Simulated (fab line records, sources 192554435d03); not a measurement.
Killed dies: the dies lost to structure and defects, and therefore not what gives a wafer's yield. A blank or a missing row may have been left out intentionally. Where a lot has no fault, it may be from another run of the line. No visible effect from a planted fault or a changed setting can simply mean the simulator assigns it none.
fab line records | flow n5-finfet
[record] lots = 10 wafers = 29 last-day = 19
route steps=1938 shown BEOL_M9@1418 PASSIVATION@1936
lots that met no fault: taken from a fault-free run of the same line
start-h: hours from the record's opening day to when the first of the lot's shown wafers began | wait-h: time in hours since the lot's previous step | " as in the row above | L1.1+2: a single row standing in for several wafers | - no value present, or no start provided | * or withheld: withheld | < > ~ a bound
route shown NAME@n: NAME is a module with steps in the file, n the number in the route of the first one | usual: average and standard deviation across the fault-free wafers | same: alike in all rows | chamber/n: place in a boat | sites: the reading at each site | _std_site: their standard deviation | _edge_site: inner sites' mean taken away from outer sites' mean | radius-mm: for every site, how far away it sits from the centre of the wafer | mask NAME#n: copy n | behind: the tool/chamber that last shaped the wafer | hold: reason for holding the lot/hours on hold/outcome of the hold | device: names the non-switching transistor (n, p or np) | end of line: the route-end tests of the same wafers | a step given without rows: its recipe and nothing more | killed: the dies lost at the first sort to structure and to defects; this is not the yield of the wafer | map: dies across one wafer; x = killed, . = not, _ = none there
set.NAME: the setting the step ran with; set.NAME@STEP: the setting that earlier step ran with | model.NAME: the simulator's own value behind a step, which no gauge read
one table for each step of the route and one row for each wafer, over a sample of lots
services: when a tool's chamber went out of use (start-h, in hours from the record's first day, below 0 if earlier), for how many hours, and the reason
[[steps]]
[step N5_BEOL_M9_ETCH_61]
[recipe] chemistry = CF4 target = SiARC target-depth-a = 390 mask-material = CAR-ArF time-s = 65 ion-energy-ev = 80 pressure-mtorr = 40 source-w = 545 bias-w = 36 Ar_flow_sccm = 100 cf4-flow-sccm = 100 ends = cleared
[usual] drypump-motor-current-A = 5.6/0.49 etch-rf-on-time-s = 64.9/1.3 oes-product-au = 0.66/0.06 rf-vpp-V = 184.2/0.95 showerhead-plenum-p-Torr = 2.15/0.048 throttle-valve-pct = 15.66/0.21
// columns lot.wafer tool chamber start-h wait-h drypump-motor-current-A etch-rf-on-time-s oes-product-au rf-hours-counter-h rf-vpp-V showerhead-plenum-p-Torr throttle-valve-pct
L554.1 rie-diel-06 3 205.58 0.0 6.2 62.6 0.80 11 183.4 2.10 15.32
L554.3 " 0 " " 4.9 65.6 0.59 238 184.1 2.12 15.50
L557.1 rie-diel-04 2 221.71 0.0 5.0 65.1 0.71 85 184.0 2.09 15.74
L557.2 " 3 " " 5.3 65.3 0.70 65 185.6 2.17 15.48
L557.5 " 3 " " 5.3 65.7 0.69 - 185.9 2.17 15.49
L562.1 rie-diel-02 1 245.88 0.0 5.7 64.8 0.66 161 184.5 2.14 15.61
L562.2 " 0 " " 5.3 67.5 0.59 223 183.2 2.11 15.85
L562.5 " 1 " " 5.7 64.4 0.66 - 182.4 2.14 15.62
L561.2 rie-diel-06 3 247.07 0.0 6.3 63.3 0.76 24 184.7 2.09 15.36
L561.5 " 2 " " 5.8 66.8 0.62 - 183.9 2.13 15.91
L561.6 " 1 " " 5.5 64.6 0.63 - 185.8 2.22 15.92
L563.1 rie-diel-06 2 255.28 0.0 5.8 66.6 0.62 185 182.7 2.13 15.89
L563.4 " 1 " " 5.5 64.4 0.63 - 185.2 2.22 15.92
L563.6 " 2 " " 5.8 66.0 0.63 - 182.6 2.13 15.90
L564.4 rie-diel-04 1 265.09 0.0 6.1 64.9 0.63 193 183.5 2.22 15.64
L564.5 " 0 " " 5.1 64.5 0.66 - 183.2 2.15 15.62
L564.6 " 1 " " 6.1 65.6 0.62 - 183.9 2.22 15.63
L569.1 rie-diel-04 0 297.53 0.0 5.1 62.9 0.66 127 184.3 2.15 15.64
L569.5 " 3 " " 5.3 64.3 0.69 - 185.2 2.16 15.52
L569.6 " 2 " " 4.9 64.8 0.69 - 183.6 2.08 15.81
L573.3 rie-diel-04 3 356.79 0.0 5.3 65.9 0.66 102 183.4 2.15 15.57
L573.5 " 0 " " 5.1 64.7 0.64 - 183.7 2.14 15.68
L573.6 " 1 " " 6.1 65.7 0.61 - 184.6 2.21 15.67
L574.1 rie-diel-04 3 360.28 0.0 5.3 64.9 0.67 103 184.3 2.15 15.56
L574.4 " 1 " " 6.1 64.9 0.61 - 184.1 2.21 15.68
L574.5 " 3 " " 5.3 65.5 0.66 - 185.9 2.15 15.58
L577.1 rie-diel-04 3 385.98 0.0 5.3 65.2 0.66 108 184.7 2.15 15.58
L577.3 " 2 " " 5.0 64.7 0.68 131 184.8 2.07 15.84
L577.6 " 0 " " 5.1 63.8 0.64 - 182.5 2.14 15.68
[step N5_BEOL_M9_STRIP_67]
[recipe] chemistry = CF4 resist = SiARC power-w = 300 bias-power-w = 75 pressure-mtorr = 50 cf4-flow-sccm = 150 rf-frequency-hz = 6e+07
[usual] drypump-motor-current-A = 5.6/0.49 oes-product-au = 0.77/0.065 rf-vpp-V = 271.2/1.2 showerhead-plenum-p-Torr = 1.80/0.042 throttle-valve-pct = 13.63/0.24
// columns lot.wafer tool chamber start-h wait-h drypump-motor-current-A oes-product-au rf-hours-counter-h rf-vpp-V showerhead-plenum-p-Torr throttle-valve-pct
L554.1 rie-diel-06 3 205.78 0.0 6.3 0.92 12 270.6 1.75 13.22
L554.3 " 0 " " 4.9 0.69 238 271.6 1.77 13.51
L557.1 rie-diel-04 2 221.90 0.0 5.0 0.84 85 270.2 1.76 13.71
L557.2 " 3 " " 5.3 0.81 65 274.5 1.80 13.40
L557.5 " 3 " " 5.3 0.81 - 271.4 1.80 13.40
L562.1 rie-diel-02 1 246.08 0.0 5.8 0.77 161 270.8 1.81 13.65
L562.2 " 0 " " 5.3 0.69 223 271.9 1.77 13.89
L562.5 " 1 " " 5.7 0.77 - 272.0 1.81 13.66
L561.2 rie-diel-06 3 247.26 0.0 6.2 0.88 24 271.4 1.74 13.27
L561.5 " 2 " " 5.7 0.74 - 271.2 1.79 13.89
L561.6 " 1 " " 5.5 0.74 - 271.9 1.87 13.89
L563.1 rie-diel-06 2 255.48 0.0 5.8 0.74 185 271.9 1.78 13.90
L563.4 " 1 " " 5.5 0.73 - 271.8 1.87 13.92
L563.6 " 2 " " 5.8 0.74 - 269.1 1.78 13.89
L564.4 rie-diel-04 1 265.29 0.0 6.2 0.73 194 274.4 1.86 13.62
L564.5 " 0 " " 5.1 0.77 - 270.2 1.80 13.58
L564.6 " 1 " " 6.1 0.73 - 272.9 1.86 13.63
L569.1 rie-diel-04 0 297.73 0.0 5.1 0.76 127 272.4 1.80 13.60
L569.5 " 3 " " 5.3 0.79 - 270.7 1.79 13.44
L569.6 " 2 " " 5.0 0.81 - 269.2 1.75 13.77
L573.3 rie-diel-04 3 356.98 0.0 5.3 0.78 102 271.6 1.79 13.49
L573.5 " 0 " " 5.1 0.74 - 271.6 1.80 13.64
L573.6 " 1 " " 6.2 0.72 - 273.0 1.85 13.70
L574.1 rie-diel-04 3 360.48 0.0 5.2 0.77 103 269.1 1.79 13.48
L574.4 " 1 " " 6.2 0.71 - 272.9 1.85 13.69
L574.5 " 3 " " 5.3 0.78 - 270.2 1.79 13.50
L577.1 rie-diel-04 3 386.17 0.0 5.3 0.77 108 270.7 1.79 13.50
L577.3 " 2 " " 4.9 0.80 131 269.2 1.74 13.86
L577.6 " 0 " " 5.1 0.74 - 271.8 1.79 13.67
[step N5_BEOL_M9_COAT_64]
[recipe] resist = SiARC temp-c = 220 time-s = 60 spin-rpm = 1500 resist-thk-nm = 12
[usual] spin-speed-rpm = 1500.2/1.1
// columns lot.wafer tool chamber start-h wait-h spin-speed-rpm
L554.1 litho-track-04 0 208.28 - 1498.9
L554.3 " 0 " " 1499.6
L557.1 litho-track-03 0 222.29 - 1498.8
L557.2 " 0 " " 1501.9
L557.5 " 0 " " 1498.4
L561.2 litho-track-03 0 248.86 - 1501.6
L561.5 " 0 " " 1501.0
L561.6 " 0 " " 1500.3
L562.1 litho-track-04 0 249.14 - 1499.7
L562.2 " 0 " " 1499.8
L562.5 " 0 " " 1498.8
L563.1 litho-track-02 0 258.07 - 1499.0
L563.4 " 0 " " 1499.4
L563.6 " 0 " " 1501.0
L564.4 litho-track-04 0 266.88 - 1683.7
L564.5 " 0 " " 1684.0
L564.6 " 0 " " 1683.5
L569.1 litho-track-04 0 297.99 - 1681.5
L569.5 " 0 " " 1681.5
L569.6 " 0 " " 1683.7
L573.3 litho-track-04 0 359.00 - 1499.5
L573.5 " 0 " " 1500.5
L573.6 " 0 " " 1499.5
L574.1 litho-track-04 0 362.43 - 1499.4
L574.4 " 0 " " 1501.8
L574.5 " 0 " " 1499.0
L577.1 litho-track-04 0 387.25 - 1501.1
L577.3 " 0 " " 1499.8
L577.6 " 0 " " 1500.9
[step N5_BEOL_M9_DESCUM_33]
[recipe] chemistry = O2 time-s = 7 source-power-w = 50 bias-power-w = 20 pressure-mtorr = 20 rf-frequency-hz = 2.712e+07 temp-c = 40 resist = CAR-EUV o2-flow-sccm = 225
[usual] drypump-motor-current-A = 5.5/0.51 oes-product-au = 0.78/0.074 rf-vpp-V = 243.3/1.1 showerhead-plenum-p-Torr = 2.10/0.053 throttle-valve-pct = 20.45/0.24
// columns lot.wafer tool chamber start-h wait-h drypump-motor-current-A oes-product-au rf-hours-counter-h rf-vpp-V showerhead-plenum-p-Torr throttle-valve-pct
L554.1 rie-diel-06 0 209.27 0.5 4.9 0.69 238 244.0 2.06 20.14
L554.3 " 3 " " 6.3 0.93 12 242.4 2.04 20.22
L557.1 rie-diel-02 1 222.81 0.0 5.7 0.76 154 241.9 2.09 20.37
L557.2 " 0 " " 5.3 0.71 217 243.4 2.07 20.71
L557.5 " 3 " " 4.9 0.73 - 244.8 2.18 20.35
L561.2 rie-diel-06 1 249.24 0.0 5.5 0.74 195 243.6 2.17 20.69
L561.5 " 2 " " 5.8 0.74 - 242.9 2.10 20.86
L561.6 " 3 " " 6.2 0.91 - 241.1 2.04 20.25
L562.1 rie-diel-02 0 249.65 0.2 5.3 0.70 225 241.2 2.07 20.70
L562.2 " 1 " " 5.8 0.76 162 244.7 2.08 20.38
L562.5 " 1 " " 5.8 0.77 - 241.1 2.08 20.39
L563.1 rie-diel-02 0 258.46 0.0 5.3 0.70 227 242.9 2.07 20.71
L563.4 " 3 " " 5.0 0.73 192 246.4 2.17 20.35
L563.6 " 1 " " 5.8 0.77 - 243.3 2.08 20.37
L564.4 rie-diel-02 3 267.39 0.0 5.0 0.73 195 245.4 2.17 20.34
L564.5 " 0 " " 5.3 0.69 - 243.2 2.07 20.71
L564.6 " 3 " " 5.0 0.73 - 245.7 2.17 20.34
L569.1 rie-diel-04 2 298.48 0.1 5.0 0.81 109 242.1 2.02 20.58
L569.5 " 1 " " 6.2 0.72 - 244.6 2.18 20.50
L569.6 " 2 " " 5.0 0.81 - 242.2 2.02 20.58
L573.3 rie-diel-06 3 359.58 0.1 6.2 0.85 56 242.8 2.03 20.29
L573.5 " 1 " " 5.5 0.70 - 244.2 2.16 20.71
L573.6 " 0 " " 4.9 0.87 - 242.1 2.04 19.84
L574.1 rie-diel-06 2 362.83 0.0 5.8 0.70 214 242.7 2.09 20.91
L574.4 " 0 " " 4.9 0.88 26 242.4 2.04 19.84
L574.5 " 0 " " 4.9 0.87 - 243.5 2.04 19.86
L577.1 rie-diel-04 3 387.80 0.0 5.3 0.78 108 244.4 2.13 20.58
L577.3 " 1 " " 6.1 0.70 226 244.2 2.17 20.53
L577.6 " 3 " " 5.3 0.77 - 242.8 2.13 20.59
[step N5_PASSIVATION_PROBE_49]
[usual] defect-limited-yield = 91.3/1.7 killed_at_M0_to_M3 = 33/9.9 killed_at_M4_up = 14/6.4 killed-at-contacts = 12/7 killed-at-front-end = 41/13 killed-at-other = 3.1/2.9 killed-dies = 103/20 killed-open = 67/14 killed-short = 34/9.4 sort_bin_5_function = 5.1/1.1 sort_bin_6_memory = 3.2/0.79 sort_bin_8_speed = 0.02/0.15 sort-n-pass = 1077/21 sort-yield-pct = 91.2/1.7
[same] gross-dies = 1180 killed-at-back-side = 0 sort_bin_4_leakage[%] = 0
// columns lot.wafer tool chamber start-h wait-h defect-limited-yield[%] killed_at_M0_to_M3 killed_at_M4_up killed-at-contacts killed-at-front-end killed-at-other killed-dies killed-open killed-short sort_bin_5_function[%] sort_bin_6_memory[%] sort_bin_8_speed[%] sort-n-pass sort-yield-pct[%]
L554.1 prober-02 - 265.56 0.0 92.0 29 15 11 37 2 94 66 27 5.2 2.6 0 1086 92.0
L554.3 prober-02 - 265.66 0.1 90.7 31 16 34 29 0 110 72 37 5.6 3.3 0 1070 90.7
L557.1 prober-02 - 279.17 0.0 92.7 28 11 12 32 3 86 62 23 4.4 2.5 0.08 1094 92.7
L557.2 prober-02 - 279.22 0.1 89.9 48 14 2 51 4 119 78 41 6.0 3.9 0 1061 89.9
L557.5 prober-02 - 279.37 0.2 92.8 27 9 12 35 2 85 59 23 4.9 2.1 0 1095 92.8
L569.1 prober-01 - 362.31 0.0 92.2 19 20 12 39 2 92 61 31 5.0 2.5 0 1088 92.2
L569.5 prober-01 - 362.51 0.2 91.6 25 12 6 51 5 99 60 39 4.9 3.4 0 1081 91.6
L569.6 prober-01 - 362.56 0.3 92.8 14 23 10 33 5 85 59 26 3.9 3.0 0 1095 92.8
L573.3 prober-02 - 421.18 0.1 93.9 27 14 3 23 5 72 48 22 3.8 2.0 0 1108 93.9
L573.5 prober-02 - 421.28 0.2 92.8 33 12 4 34 2 85 59 25 4.0 3.1 0 1095 92.8
L573.6 prober-02 - 421.33 0.3 90.9 40 20 6 40 1 107 60 47 6.1 2.8 0 1073 90.9
L574.1 prober-01 - 431.59 0.0 93.2 25 12 7 33 3 80 57 23 3.4 3.0 0 1100 93.2
L574.4 prober-01 - 431.74 0.2 92.6 18 12 14 41 2 87 62 25 4.3 2.8 0 1093 92.6
L574.5 prober-01 - 431.79 0.2 91.4 33 20 11 35 2 101 76 25 4.7 3.6 0 1079 91.4
L577.1 prober-02 - 461.80 0.0 91.0 34 22 5 40 5 106 68 32 5.5 2.8 0 1074 91.0
L577.3 prober-02 - 461.90 0.1 91.0 20 22 4 53 7 106 80 23 4.3 4.4 0 1074 91.0
L577.6 prober-02 - 462.05 0.3 90.8 40 21 8 33 7 109 74 31 4.7 4.1 0 1071 90.8
// killed by level:class
L554.1 FIN_SAQP:geometric-particle:open=16 BEOL_M3:geometric-particle:open=9 MOL_CONTACT_COAG:geometric-particle:open=8 BEOL_M2:geometric-particle:open=6 BEOL_M4:geometric-particle:open=6 FIN_SAQP:geometric-particle:short=5 BEOL_M0_SAQP:geometric-particle:open=5 STI_FIN_REVEAL:geometric-particle:open=3
L554.3 MOL_CONTACT_COAG:geometric-particle:open=20 MOL_CONTACT_COAG:geometric-particle:short=14 BEOL_M3:geometric-particle:open=11 STI_FIN_REVEAL:geometric-particle:open=6 BEOL_M2:geometric-particle:open=6 FIN_SAQP:geometric-particle:open=5 BEOL_M4:geometric-particle:open=5 GATE_CUT:geometric-particle:short=4
L557.1 MOL_CONTACT_COAG:geometric-particle:open=11 GATE_CUT:geometric-particle:short=8 STI_FIN_REVEAL:geometric-particle:open=6 BEOL_M2:geometric-particle:open=6 GATE_CUT:geometric-particle:open=5 BEOL_M0_SAQP:geometric-particle:short=5 BEOL_M0_SAQP:geometric-particle:open=5 FIN_SAQP:geometric-particle:open=4
L557.2 STI_FIN_REVEAL:geometric-particle:open=23 BEOL_M0_SAQP:geometric-particle:open=15 BEOL_M0_SAQP:geometric-particle:short=11 STI_FIN_REVEAL:geometric-particle:short=7 BEOL_M1:geometric-particle:open=6 BEOL_M4:geometric-particle:open=6 GATE_CUT:geometric-particle:short=5 FIN_SAQP:geometric-particle:short=4
L557.5 STI_FIN_REVEAL:geometric-particle:open=17 MOL_CONTACT_COAG:geometric-particle:open=8 BEOL_M0_SAQP:geometric-particle:open=7 BEOL_M0_SAQP:geometric-particle:short=5 GATE_CUT:geometric-particle:short=4 MOL_CONTACT_COAG:geometric-particle:short=4 BEOL_M1:geometric-particle:open=4 FIN_SAQP:geometric-particle:open=3
L569.1 FIN_SAQP:geometric-particle:open=10 MOL_CONTACT_COAG:geometric-particle:open=9 FIN_SAQP:geometric-particle:short=8 BEOL_M1:geometric-particle:open=8 DUMMY_GATE:geometric-particle:open=5 GATE_CUT:geometric-particle:short=5 BEOL_M7:geometric-particle:open=4 BEOL_M0_SAQP:geometric-particle:open=4
L569.5 FIN_SAQP:geometric-particle:short=13 FIN_SAQP:geometric-particle:open=11 STI_FIN_REVEAL:geometric-particle:open=11 BEOL_M0_SAQP:geometric-particle:short=5 BEOL_M0_SAQP:geometric-particle:open=5 BEOL_M3:geometric-particle:open=5 BEOL_M5:geometric-particle:open=5 GATE_CUT:geometric-particle:short=4
L569.6 MOL_CONTACT_COAG:geometric-particle:open=10 BEOL_M4:geometric-particle:open=7 FIN_SAQP:geometric-particle:short=6 STI_FIN_REVEAL:geometric-particle:open=6 BEOL_M0_SAQP:geometric-particle:open=5 BEOL_M0_SAQP:geometric-particle:short=5 BEOL_M5:geometric-particle:open=5 GATE_CUT:geometric-particle:short=4
L573.3 BEOL_M3:geometric-particle:open=9 BEOL_M4:geometric-particle:open=7 FIN_SAQP:geometric-particle:short=6 BEOL_M2:geometric-particle:open=5 DUMMY_GATE:geometric-particle:open=4 BEOL_M0:geometric-particle:open=4 BEOL_M1:geometric-particle:open=4 MOL_CONTACT_COAG:geometric-particle:open=3
L573.5 BEOL_M3:geometric-particle:open=11 FIN_SAQP:geometric-particle:open=10 BEOL_M2:geometric-particle:open=7 FIN_SAQP:geometric-particle:short=6 DUMMY_GATE:geometric-particle:open=5 BEOL_M5:geometric-particle:open=5 MOL_CONTACT_COAG:geometric-particle:open=4 BEOL_M1:geometric-particle:open=4
L573.6 GATE_CUT:geometric-particle:short=13 BEOL_M0_SAQP:geometric-particle:short=8 BEOL_M2:geometric-particle:open=8 BEOL_M4:geometric-particle:open=7 BEOL_M3:geometric-particle:open=7 BEOL_M1:geometric-particle:open=6 BEOL_M3:geometric-particle:short=6 FIN_SAQP:geometric-particle:open=5
L574.1 STI_FIN_REVEAL:geometric-particle:open=9 BEOL_M4:geometric-particle:open=9 BEOL_M2:geometric-particle:open=8 MOL_CONTACT_COAG:geometric-particle:open=6 STARTING-WAFER:geometric-particle:short=5 GATE_CUT:geometric-particle:open=4 FIN_SAQP:geometric-particle:open=3 BEOL_M0:geometric-particle:open=3
L574.4 MOL_CONTACT_COAG:geometric-particle:open=11 STI_FIN_REVEAL:geometric-particle:open=10 DUMMY_GATE:geometric-particle:open=9 BEOL_M2:geometric-particle:open=6 GATE_CUT:geometric-particle:short=5 FIN_SAQP:geometric-particle:open=4 BEOL_M4:geometric-particle:open=4 STARTING-WAFER:geometric-particle:short=4
L574.5 BEOL_M4:geometric-particle:open=16 MOL_CONTACT_COAG:geometric-particle:open=11 BEOL_M1:geometric-particle:open=8 STI_FIN_REVEAL:geometric-particle:open=7 BEOL_M2:geometric-particle:open=7 FIN_SAQP:geometric-particle:open=6 FIN_SAQP:geometric-particle:short=4 DUMMY_GATE:geometric-particle:open=3
L577.1 BEOL_M3:geometric-particle:open=11 BEOL_M4:geometric-particle:open=11 STI_FIN_REVEAL:geometric-particle:open=8 BEOL_M0_SAQP:geometric-particle:short=7 BEOL_M0_SAQP:geometric-particle:open=7 FIN_SAQP:geometric-particle:short=5 HKMG_FIN:area-etch=5 FIN_SAQP:geometric-particle:open=4
L577.3 FIN_SAQP:geometric-particle:open=24 STI_FIN_REVEAL:geometric-particle:open=12 BEOL_M4:geometric-particle:open=7 FIN_SAQP:geometric-particle:short=6 BEOL_M0_SAQP:geometric-particle:open=6 BEOL_M2:geometric-particle:open=6 GATE_CUT:geometric-particle:short=4 MOL_CONTACT_COAG:geometric-particle:open=4
L577.6 BEOL_M0_SAQP:geometric-particle:open=16 STI_FIN_REVEAL:geometric-particle:open=10 BEOL_M4:geometric-particle:open=9 FIN_SAQP:geometric-particle:open=6 BEOL_M1:geometric-particle:open=6 MOL_CONTACT_COAG:geometric-particle:open=6 BEOL_M2:geometric-particle:open=5 BEOL_M3:geometric-particle:open=5
[[services]]
// columns tool chamber start-h hours kind
rie-diel-04 0 185.19 4.0 repair
rie-diel-06 3 235.37 2.3 repair
rie-diel-06 0 244.91 - clean
rie-diel-06 0 244.91 - consumable-replace:focus-ring
rie-diel-06 0 244.91 17.9 scheduled-down
rie-diel-06 0 244.91 17.9 vent-cycle
litho-track-03 - 246.69 - consumable-replace:filter
rie-diel-06 1 295.74 3.9 repair
rie-diel-06 1 303.97 8.4 repair
rie-diel-06 0 337.93 3.2 repair
rie-diel-04 3 342.35 3.4 repair
rie-diel-02 0 344.87 - clean
rie-diel-02 0 344.87 - consumable-replace:focus-ring
rie-diel-02 0 344.87 15.9 scheduled-down
rie-diel-02 0 344.87 15.9 vent-cycle
rie-diel-02 3 347.28 2.8 repair
rie-diel-04 0 359.94 1.7 repair
[[key]]
[first-sign] step = N5_BEOL_M9_COAT_64 reading = spin-speed-rpm direction = up sigmas = 99+ usual = * struck = *
effect none on later readings
met-at N5_BEOL_M9_COAT_64
struck-lots L564,L569
not-acting-at N5_BEOL_M9_ETCH_61,N5_BEOL_M9_STRIP_67,N5_BEOL_M9_DESCUM_33
onset-between 249.14 266.88
[fault] kind = process-parameter-drift tool = litho-track-04 chamber = - onset-h = 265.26 steps = N5_BEOL_M9_COAT_64 channel = spin-rpm offset = * shape = step end-h = 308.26 acts-in = * stated = *
